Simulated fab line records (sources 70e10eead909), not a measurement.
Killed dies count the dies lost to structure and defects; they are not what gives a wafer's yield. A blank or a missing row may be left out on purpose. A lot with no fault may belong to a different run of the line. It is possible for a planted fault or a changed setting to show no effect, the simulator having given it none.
fab line records	flow nand-harc
record: lots: 7	wafers: 21	last-day: 32
route steps=1302 shown A_CHANNEL_HOLE_D2@608 A_CHANNEL_FILL_D2@610 END@1302
lots with no fault: from the same line, run without faults
start-h: the number of hours between the record's first day and the start of the first shown wafer of the lot	wait-h: hours from the lot's prior step to this one	" same as the row above	L1.1+2: several wafers, shown together as one row	- value missing, or start not given	* or withheld: withheld	< > ~ a bound
route shown NAME@n: NAME is a module with steps in the file, n the number in the route of the first one	usual: mean/standard deviation taken from wafers without a fault	same: alike in all rows	chamber/n: place in a boat	sites: readings site by site	_std_site: standard deviation across them	_edge_site: inner sites' mean taken away from outer sites' mean	radius-mm: for every site, how far away it sits from the centre of the wafer	mask NAME#n: copy n	behind: the last tool/chamber to shape the wafer	hold: cause of the lot's hold/its duration in hours/its outcome	device: transistor that didn't switch, given as n, p or np	end of line: the same wafers' tests at the end of the route	a step given without rows: its recipe and nothing more	killed: at the first sort, the dies lost to defects and structure; wafer yield is something else	map: the dies of a wafer, with x for killed, . for not killed, _ for no die there
set.NAME: setting as actually run; set.NAME@STEP: the setting as run at that earlier step	model.NAME: the simulator's own value behind a step, which no gauge read
certain route steps with their lots: each step a table, each wafer a row
services: a tool's chamber out of use, with start hour (start-h, from the record's first day; less than 0 if before it), hours out, and reason
== steps ==
step: NHARC_A_CHANNEL_HOLE_D2_XSEM_32
recipe: landing-energy-ev: 35000
usual: bot-cd-nm: 75.4/1.8	bow-nm: 8.69/0.26	tilt-deg: 0.08/0.043
lot.wafer	tool	chamber	start-h	wait-h	bot-cd-nm	bow-nm	tilt-deg
L925.3	xsem-01	0	340.34	0.1	75.1	8.93	0.11
L925.4	"	0	"	"	75.8	8.93	0.11
L925.5	"	0	"	"	76.0	8.96	0.11
L927.2	xsem-02	0	366.37	0.1	76.4	8.73	0.09
L927.4	"	0	"	"	76.0	8.66	0.09
L927.6	"	0	"	"	76.0	8.73	0.09
L932.2	xsem-02	0	431.21	0.1	71.0	9.28	0.09
L932.3	"	0	"	"	75.8	9.30	0.09
L932.5	"	0	"	"	76.0	9.28	0.09
L935.3	xsem-01	0	444.55	0.1	76.4	8.78	0.07
L935.4	"	0	"	"	76.1	8.80	0.07
L935.5	"	0	"	"	78.6	8.86	0.07
L934.1	xsem-02	0	446.50	0.1	73.7	8.49	0.02
L934.2	"	0	"	"	76.8	8.47	0.01
L934.5	"	0	"	"	75.5	8.47	0.01
L939.2	xsem-01	0	479.91	0.1	71.6	8.74	0.05
L939.3	"	0	"	"	72.6	8.80	0.05
L939.4	"	0	"	"	72.3	8.80	0.05
L941.2	xsem-02	0	507.05	0.1	77.3	8.46	0.14
L941.4	"	0	"	"	73.9	8.47	0.14
L941.6	"	0	"	"	78.7	8.43	0.14
step: NHARC_A_CHANNEL_HOLE_D2_INSPECT_40
usual: raw-defect-count: 273/76
lot.wafer	tool	chamber	start-h	wait-h	raw-defect-count
L925.3	defect-inspect-01	-	340.44	-	179
L925.4	"	-	"	"	295
L925.5	"	-	"	"	226
L927.2	defect-inspect-02	-	366.47	-	203
L927.4	"	-	"	"	205
L927.6	"	-	"	"	163
L932.2	defect-inspect-02	-	431.31	-	206
L932.3	"	-	"	"	183
L932.5	"	-	"	"	283
L935.3	defect-inspect-01	-	444.64	-	374
L935.4	"	-	"	"	347
L935.5	"	-	"	"	427
L934.1	defect-inspect-01	-	446.59	-	164
L934.2	"	-	"	"	149
L934.5	"	-	"	"	156
L939.2	defect-inspect-02	-	480.00	-	303
L939.3	"	-	"	"	274
L939.4	"	-	"	"	277
L941.2	defect-inspect-02	-	507.14	-	322
L941.4	"	-	"	"	320
L941.6	"	-	"	"	441
step: NHARC_A_CHANNEL_FILL_D2_PRECLEAN_00
recipe: time-s: *	temp-c: 50	bath-age-min: 0	chemistry: SC1
step: NHARC_A_CHANNEL_FILL_D2_SRD_01
step: NHARC_A_CHANNEL_FILL_D2_ALD_02
recipe: target-thk-a: 60	pulse-time-s: 10	ald-cycles: 60	temp-c: 300	material: SiO2
usual: heater-power-w: 455/52	precursor-pulse-height-rel: 0.999/0.018
lot.wafer	tool	chamber	start-h	wait-h	heater-power-w	precursor-pulse-height-rel
L925.4	ald-hk-03	2	340.77	-	516	0.976
L925.3	"	3	"	"	505	0.958
L925.5	"	1	"	"	473	0.989
L927.4	ald-hk-02	0	366.81	-	525	1.001
L927.2	"	1	"	"	433	0.987
L927.6	"	2	"	"	457	0.976
L932.3	ald-hk-01	2	431.65	-	418	1.013
L932.2	"	3	"	"	366	1.018
L932.5	"	0	"	"	411	1.016
L935.3	ald-hk-02	1	448.15	-	428	1.001
L935.4	"	3	"	"	485	0.969
L935.5	"	1	"	"	433	1.002
L934.1	ald-hk-02	2	448.75	-	449	0.991
L934.2	"	1	"	"	433	1.018
L934.5	"	3	"	"	490	1.011
L939.2	ald-hk-03	0	480.19	-	512	1.024
L939.3	"	2	"	"	490	1.010
L939.4	"	3	"	"	510	0.996
L941.4	ald-hk-01	2	507.34	-	441	1.001
L941.2	"	0	"	"	409	0.990
L941.6	"	3	"	"	371	0.979
step: NHARC_A_CHANNEL_FILL_D2_ALD_03
recipe: target-thk-a: 60	pulse-time-s: 60	ald-cycles: 58	temp-c: 630	pressure-torr: 2	material: SiNx
usual: precursor-pulse-height-rel: 1.001/0.021
lot.wafer	tool	chamber	start-h	wait-h	precursor-pulse-height-rel
L925.3	ald-sin-batch-02	0	-	-	1.002
L925.4	"	0	"	"	1.019
L925.5	"	0	"	"	0.986
L927.2	ald-sin-batch-01	0	-	-	0.981
L927.4	"	0	"	"	1.039
L927.6	"	0	"	"	0.982
L932.2	ald-sin-batch-01	0	-	-	1.017
L932.3	"	0	"	"	1.018
L932.5	"	0	"	"	1.043
L934.1	ald-sin-batch-02	0	-	-	0.969
L934.2	"	0	"	"	1.007
L934.5	"	0	"	"	0.951
L935.3	ald-sin-batch-02	0	-	-	0.991
L935.4	"	0	"	"	0.976
L935.5	"	0	"	"	1.002
L939.2	ald-sin-batch-03	0	-	-	1.029
L939.3	"	0	"	"	1.009
L939.4	"	0	"	"	0.967
L941.2	ald-sin-batch-03	0	-	-	0.990
L941.4	"	0	"	"	1.022
L941.6	"	0	"	"	0.986
step: NHARC_A_CHANNEL_FILL_D2_ALD_14
recipe: target-thk-a: 25	pulse-time-s: 10	ald-cycles: 25	temp-c: 300	material: SiO2
step: NHARC_A_CHANNEL_FILL_D2_ALD_15
recipe: target-thk-a: 20	pulse-time-s: 60	ald-cycles: 19	temp-c: 630	pressure-torr: 2	material: SiNx
step: NHARC_A_CHANNEL_FILL_D2_ALD_16
recipe: target-thk-a: 15	pulse-time-s: 10	ald-cycles: 15	temp-c: 300	material: SiO2
usual: heater-power-w: 462/49	precursor-pulse-height-rel: 1.000/0.018
lot.wafer	tool	chamber	start-h	wait-h	heater-power-w	precursor-pulse-height-rel
L925.4	ald-hk-03	3	352.91	0.1	494	0.969
L925.3	"	0	"	"	532	0.984
L925.5	"	3	"	"	493	1.006
L927.2	ald-hk-03	2	378.87	0.1	508	1.002
L927.4	"	3	"	"	494	1.007
L927.6	"	0	"	"	532	0.960
L932.3	ald-hk-01	2	447.25	3.6	409	1.026
L932.2	"	3	"	"	374	0.980
L932.5	"	2	"	"	408	1.010
L934.1	ald-hk-03	3	460.31	0.0	498	1.004
L934.2	"	2	"	"	490	1.026
L934.5	"	3	"	"	511	0.994
L935.3	ald-hk-02	2	460.37	0.1	450	0.969
L935.4	"	3	"	"	477	1.018
L935.5	"	1	"	"	431	1.023
L939.4	ald-hk-03	3	493.62	0.0	509	0.991
L939.3	"	0	"	"	505	0.997
L939.2	"	2	"	"	500	0.981
L941.2	ald-hk-01	0	522.34	0.1	410	1.019
L941.4	"	2	"	"	445	1.013
L941.6	"	0	"	"	421	0.976
step: NHARC_A_CHANNEL_FILL_D2_ANNEAL_17
recipe: temp-c: 850	time-s: 1800
step: NHARC_A_CHANNEL_FILL_D2_CVD_18
recipe: target-thk-a: 30	temp-c: 550	material: poly-Si
step: NHARC_A_CHANNEL_FILL_D2_ETCHBACK_19
recipe: target-depth-a: 50	time-s: 1.7	hbr-flow-sccm: 150	cl2-flow-sccm: 50	rf-w: 400	icp-w: 400	bias-w: 100	chemistry: HBr/Cl2
step: NHARC_A_CHANNEL_FILL_D2_ETCHBACK_20
recipe: target-depth-a: 270	time-s: 13.5	c4f8-flow-sccm: withheld	o2-flow-sccm: 8	ar-flow-sccm: withheld	rf-w: 600	bias-w: 1500	chemistry: C4F8/O2/Ar
usual: bias-w: 1500/4.8	chamber-pressure-mTorr: 25.000/0.022	oes-product-au: 0.993/0.023	rf-fwd-power-W: 588/3.2	rf-vpp-V: 975/5.1
lot.wafer	tool	chamber	start-h	wait-h	bias-w	chamber-pressure-mTorr	oes-product-au	rf-fwd-power-W	rf-hours-counter-h	rf-vpp-V
L925.4	rie-diel-08	0	364.97	-	1504	25.015	0.980	584	4	969
L925.3	"	1	"	"	1497	25.004	1.021	590	5	970
L925.5	"	0	"	"	1504	24.990	0.985	585	-	970
L927.4	rie-diel-11	0	390.47	-	1510	24.994	0.962	586	4	976
L927.2	"	2	"	"	1503	24.976	0.961	588	4	976
L927.6	"	0	"	"	1511	24.987	0.972	587	-	977
L932.3	rie-diel-11	0	459.74	-	-	-	-	-	-	-
L932.2	"	2	"	"	-	-	-	-	-	-
L932.5	"	3	"	"	-	-	-	-	-	-
L934.1	rie-diel-12	1	471.78	-	-	-	-	-	-	-
L934.2	"	3	"	"	-	-	-	-	-	-
L934.5	"	0	"	"	-	-	-	-	-	-
L935.4	rie-diel-08	2	471.78	-	-	-	-	-	-	-
L935.3	"	3	"	"	-	-	-	-	-	-
L935.5	"	2	"	"	-	-	-	-	-	-
L939.2	rie-diel-12	0	505.81	-	1494	24.980	0.907	592	8	974
L939.3	"	3	"	"	1506	24.990	0.912	590	7	984
L939.4	"	1	"	"	1500	24.971	0.922	586	-	977
L941.2	rie-diel-11	2	533.71	-	1495	24.988	1.011	589	2	975
L941.4	"	0	"	"	1508	25.003	1.027	588	2	977
L941.6	"	3	"	"	1488	25.017	1.016	594	-	972
step: NHARC_A_CHANNEL_FILL_D2_STRIP_28
recipe: time-s: 20	o2-flow-sccm: 500	ar-flow-sccm: 0	bias-w: 0	chemistry: O2
usual: drypump-motor-current-A: 5.8/0.45	oes-product-au: 1.000/0.015	rf-vpp-V: 57.6/0.92	showerhead-plenum-p-Torr: 3.46/0.13	throttle-valve-pct: 17.036/0.0083
lot.wafer	tool	chamber	start-h	wait-h	drypump-motor-current-A	oes-product-au	rf-hours-counter-h	rf-vpp-V	showerhead-plenum-p-Torr	throttle-valve-pct
L925.4	rie-diel-08	0	365.05	0.1	6.3	0.987	4	56.0	3.30	17.045
L925.3	"	1	"	"	5.2	1.022	5	54.7	3.32	17.031
L925.5	"	0	"	"	6.3	0.989	-	58.3	3.31	17.039
L927.2	rie-diel-11	1	390.55	0.1	6.6	0.985	3	56.7	3.58	17.055
L927.4	"	0	"	"	5.7	0.986	4	57.6	3.49	17.032
L927.6	"	2	"	"	5.6	0.987	-	57.7	3.47	17.029
L932.2	rie-diel-11	0	459.82	0.1	5.7	1.009	0	56.9	3.49	17.034
L932.3	"	1	"	"	6.5	1.002	0	57.7	3.58	17.037
L932.5	"	1	"	"	6.5	0.993	-	60.1	3.58	17.041
L935.3	rie-diel-08	0	471.86	0.1	6.3	0.981	3	57.9	3.30	17.048
L935.4	"	1	"	"	5.2	1.017	4	56.4	3.31	17.048
L935.5	"	0	"	"	6.3	0.978	-	58.2	3.30	17.043
L934.1	rie-diel-12	3	471.86	0.1	5.9	0.987	2	58.7	3.65	17.043
L934.2	"	0	"	"	4.9	0.989	2	57.5	3.40	17.045
L934.5	"	2	"	"	5.7	1.028	-	57.7	3.31	17.046
L939.2	rie-diel-12	0	505.92	0.1	4.9	0.994	8	57.6	3.40	17.045
L939.3	"	3	"	"	5.9	0.991	7	57.0	3.64	17.052
L939.4	"	1	"	"	5.9	0.994	-	58.4	3.49	17.034
L941.4	rie-diel-11	0	533.81	0.1	5.7	1.020	2	57.1	3.49	17.037
L941.2	"	2	"	"	5.6	1.009	2	57.8	3.47	17.030
L941.6	"	3	"	"	6.4	1.019	-	58.0	3.38	17.023
step: NHARC_END_SORT_01
recipe: temp-c: 25
usual: killed-at-array: 59/17	killed-at-other: 0.9/1.6	killed-at-periphery: 3.7/2.3	killed-dies: 64/17	killed-open: 3.3/1.8	killed-short: 2.4/1.6
same: gross-dies: 677
lot.wafer	tool	chamber	start-h	wait-h	killed-at-array	killed-at-other	killed-at-periphery	killed-dies	killed-open	killed-short
L932.2	prober-02	0	701.35	2.8	673	1	3	677	6	3
L932.3	prober-02	0	702.15	3.1	675	0	2	677	7	2
L932.5	prober-02	0	703.76	3.7	672	0	5	677	4	0
L934.1	prober-01	0	708.37	2.5	671	0	6	677	1	0
L934.2	prober-01	0	709.17	2.8	672	0	5	677	3	3
L934.5	prober-01	0	711.56	3.7	667	1	9	677	7	5
L935.3	prober-01	0	717.74	3.1	674	0	3	677	5	4
L935.4	prober-01	0	718.54	3.4	668	1	8	677	6	5
L935.5	prober-01	0	719.33	3.7	672	0	5	677	2	1
killed by level:class
L932.2 A_CHANNEL_FILL_D2:area-etchback=594 A_SLIT:chamber-film-flake=30 A_CHANNEL_HOLE_D2:chamber-film-flake=15 A_CHANNEL_HOLE_D1:chamber-film-flake=9 A_CONTACT:chamber-film-flake=9 A_DECK1_JOINT:chamber-film-flake=4 A_BLC:geometric-particle:open=3 A_WL_FILL:geometric-particle:short=2
L932.3 A_CHANNEL_FILL_D2:area-etchback=615 A_SLIT:chamber-film-flake=33 A_CHANNEL_HOLE_D2:chamber-film-flake=8 A_CHANNEL_HOLE_D1:chamber-film-flake=5 A_CHANNEL_HOLE_D1:geometric-particle:open=2 A_M0:geometric-particle:open=2 A_STAIRCASE:chamber-film-flake=2 A_CONTACT:chamber-film-flake=2
L932.5 A_CHANNEL_FILL_D2:area-etchback=597 A_SLIT:chamber-film-flake=35 A_CHANNEL_HOLE_D2:chamber-film-flake=18 A_CONTACT:chamber-film-flake=9 A_CHANNEL_HOLE_D1:chamber-film-flake=4 A_STAIRCASE:chamber-film-flake=3 P_M2:chamber-film-flake=2 A_BLC:chamber-film-flake=2
L934.1 A_CHANNEL_FILL_D2:area-etchback=621 A_SLIT:chamber-film-flake=33 A_CONTACT:chamber-film-flake=7 P_CONTACT:chamber-film-flake=5 A_CHANNEL_HOLE_D1:chamber-film-flake=5 A_BLC:chamber-film-flake=2 P_GATE:geometric-particle:open=1 A_CHANNEL_FILL_D1:chamber-film-flake=1
L934.2 A_CHANNEL_FILL_D2:area-etchback=623 A_SLIT:chamber-film-flake=32 A_CHANNEL_HOLE_D1:chamber-film-flake=5 A_CONTACT:chamber-film-flake=3 P_CONTACT:chamber-film-flake=2 A_STAIRCASE:chamber-film-flake=2 P_CONTACT:geometric-particle:open=1 A_ONON_D1:geometric-particle:open=1
L934.5 A_CHANNEL_FILL_D2:area-etchback=612 A_SLIT:chamber-film-flake=30 A_CONTACT:chamber-film-flake=6 P_CONTACT:chamber-film-flake=5 A_CHANNEL_HOLE_D1:chamber-film-flake=4 A_STAIRCASE:chamber-film-flake=4 A_CHANNEL_FILL_D2:geometric-particle:short=2 A_WL_FILL:geometric-particle:short=2
L935.3 A_CHANNEL_FILL_D2:area-etchback=582 A_CHANNEL_HOLE_D1:chamber-film-flake=29 A_CHANNEL_HOLE_D2:chamber-film-flake=25 A_STAIRCASE:chamber-film-flake=11 A_WL_FILL:chamber-film-flake=8 A_CONTACT:chamber-film-flake=6 A_SLIT:chamber-film-flake=5 P_GATE:geometric-particle:open=1
L935.4 A_CHANNEL_FILL_D2:area-etchback=585 A_CHANNEL_HOLE_D1:chamber-film-flake=32 A_CHANNEL_HOLE_D2:chamber-film-flake=21 P_GATE:chamber-film-flake=6 A_SLIT:chamber-film-flake=6 A_CONTACT:chamber-film-flake=6 A_STAIRCASE:chamber-film-flake=3 A_CHANNEL_HOLE_D1:geometric-particle:short=2
L935.5 A_CHANNEL_FILL_D2:area-etchback=600 A_CHANNEL_HOLE_D1:chamber-film-flake=30 A_CHANNEL_HOLE_D2:chamber-film-flake=15 A_SLIT:chamber-film-flake=7 A_STAIRCASE:chamber-film-flake=7 A_WL_FILL:chamber-film-flake=5 A_CONTACT:chamber-film-flake=3 A_BLC:geometric-particle:open=2
map L932.2 (x killed, . not)
____________x____________
_________xxxxxxx_________
_______xxxxxxxxxxx_______
______xxxxxxxxxxxxx______
_____xxxxxxxxxxxxxxx_____
____xxxxxxxxxxxxxxxxx____
____xxxxxxxxxxxxxxxxx____
___xxxxxxxxxxxxxxxxxxx___
___xxxxxxxxxxxxxxxxxxx___
__xxxxxxxxxxxxxxxxxxxxx__
__xxxxxxxxxxxxxxxxxxxxx__
_xxxxxxxxxxxxxxxxxxxxxxx_
_xxxxxxxxxxxxxxxxxxxxxxx_
_xxxxxxxxxxxxxxxxxxxxxxx_
_xxxxxxxxxxxxxxxxxxxxxxx_
_xxxxxxxxxxxxxxxxxxxxxxx_
xxxxxxxxxxxxxxxxxxxxxxxxx
xxxxxxxxxxxxxxxxxxxxxxxxx
xxxxxxxxxxxxxxxxxxxxxxxxx
xxxxxxxxxxxxxxxxxxxxxxxxx
xxxxxxxxxxxxxxxxxxxxxxxxx
_xxxxxxxxxxxxxxxxxxxxxxx_
_xxxxxxxxxxxxxxxxxxxxxxx_
_xxxxxxxxxxxxxxxxxxxxxxx_
_xxxxxxxxxxxxxxxxxxxxxxx_
_xxxxxxxxxxxxxxxxxxxxxxx_
__xxxxxxxxxxxxxxxxxxxxx__
__xxxxxxxxxxxxxxxxxxxxx__
___xxxxxxxxxxxxxxxxxxx___
___xxxxxxxxxxxxxxxxxxx___
____xxxxxxxxxxxxxxxxx____
____xxxxxxxxxxxxxxxxx____
_____xxxxxxxxxxxxxxx_____
______xxxxxxxxxxxxx______
_______xxxxxxxxxxx_______
_________xxxxxxx_________
____________x____________
map L934.1 (x killed, . not)
____________x____________
_________xxxxxxx_________
_______xxxxxxxxxxx_______
______xxxxxxxxxxxxx______
_____xxxxxxxxxxxxxxx_____
____xxxxxxxxxxxxxxxxx____
____xxxxxxxxxxxxxxxxx____
___xxxxxxxxxxxxxxxxxxx___
___xxxxxxxxxxxxxxxxxxx___
__xxxxxxxxxxxxxxxxxxxxx__
__xxxxxxxxxxxxxxxxxxxxx__
_xxxxxxxxxxxxxxxxxxxxxxx_
_xxxxxxxxxxxxxxxxxxxxxxx_
_xxxxxxxxxxxxxxxxxxxxxxx_
_xxxxxxxxxxxxxxxxxxxxxxx_
_xxxxxxxxxxxxxxxxxxxxxxx_
xxxxxxxxxxxxxxxxxxxxxxxxx
xxxxxxxxxxxxxxxxxxxxxxxxx
xxxxxxxxxxxxxxxxxxxxxxxxx
xxxxxxxxxxxxxxxxxxxxxxxxx
xxxxxxxxxxxxxxxxxxxxxxxxx
_xxxxxxxxxxxxxxxxxxxxxxx_
_xxxxxxxxxxxxxxxxxxxxxxx_
_xxxxxxxxxxxxxxxxxxxxxxx_
_xxxxxxxxxxxxxxxxxxxxxxx_
_xxxxxxxxxxxxxxxxxxxxxxx_
__xxxxxxxxxxxxxxxxxxxxx__
__xxxxxxxxxxxxxxxxxxxxx__
___xxxxxxxxxxxxxxxxxxx___
___xxxxxxxxxxxxxxxxxxx___
____xxxxxxxxxxxxxxxxx____
____xxxxxxxxxxxxxxxxx____
_____xxxxxxxxxxxxxxx_____
______xxxxxxxxxxxxx______
_______xxxxxxxxxxx_______
_________xxxxxxx_________
____________x____________
== services ==
tool	chamber	start-h	hours	kind
rie-diel-12	-	337.04	2.0	repair
rie-diel-11	0	338.01	-	clean
ald-hk-02	-	342.46	1.2	repair
rie-diel-08	2	342.64	1.7	repair
ald-hk-02	-	350.04	10.0	pm
rie-diel-12	0	352.12	11.8	repair
rie-diel-12	-	355.27	22.6	repair
rie-diel-11	2	360.51	2.0	repair
rie-diel-08	3	362.47	2.1	repair
rie-diel-11	1	365.81	7.9	repair
rie-diel-08	-	367.80	9.0	pm
xsem-01	-	374.00	14.0	pm
ald-hk-03	-	392.01	10.0	pm
rie-diel-08	2	426.16	5.3	repair
rie-diel-11	-	432.51	9.0	pm
rie-diel-12	-	445.40	9.0	pm
rie-diel-12	2	463.11	4.9	repair
rie-diel-08	0	475.59	7.6	repair
rie-diel-12	3	476.28	8.0	repair
rie-diel-12	2	495.22	12.4	repair
ald-sin-batch-01	-	506.89	26.0	pm
ald-hk-02	-	522.51	1.1	repair
ald-hk-02	-	528.04	10.0	pm
rie-diel-12	1	533.72	14.0	repair
== key ==
first-sign: step: NHARC_A_CHANNEL_FILL_D2_ETCHBACK_20	reading: tool-record	direction: missing
effect: step: NHARC_END_SORT_01	reading: killed-at-array	direction: up	sigmas: 37	usual: 59	struck: 672
more-kills-born-at: NHARC_A_CHANNEL_FILL_D2_ETCHBACK_20@rie-diel-12: 1856	NHARC_A_CHANNEL_FILL_D2_ETCHBACK_20@rie-diel-11: 1805	NHARC_A_CHANNEL_FILL_D2_ETCHBACK_20@rie-diel-08: 1767
met-at NHARC_A_CHANNEL_FILL_D2_ETCHBACK_20
struck-wafers L932.2,L932.3,L932.5,L934.1,L934.2,L934.5,L935.3,L935.4,L935.5
later-rows-left-out L932.2,L932.3,L932.5,L934.1,L934.2,L934.5,L935.3,L935.4,L935.5
tester-left-out L932,L934,L935
onset-between 390.47 459.74
fault: kind: skipped-step-whole	tool: rie-diel-08,rie-diel-11,rie-diel-12	chamber: -	onset-h: 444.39	steps: NHARC_A_CHANNEL_FILL_D2_ETCHBACK_20	scope: struck-lots-only
tester-left-out: of these lots the tester's yield and bins aren't shown, on N5 and GAA mostly nor the transistor test; their killed dies are dies lost to structure and defects alone, not to doping, threshold or leakage, so they don't give the yield
later-rows-left-out: the simulator's readings of these wafers behind a module that went badly wrong aren't trusted and aren't shown, but for the sort
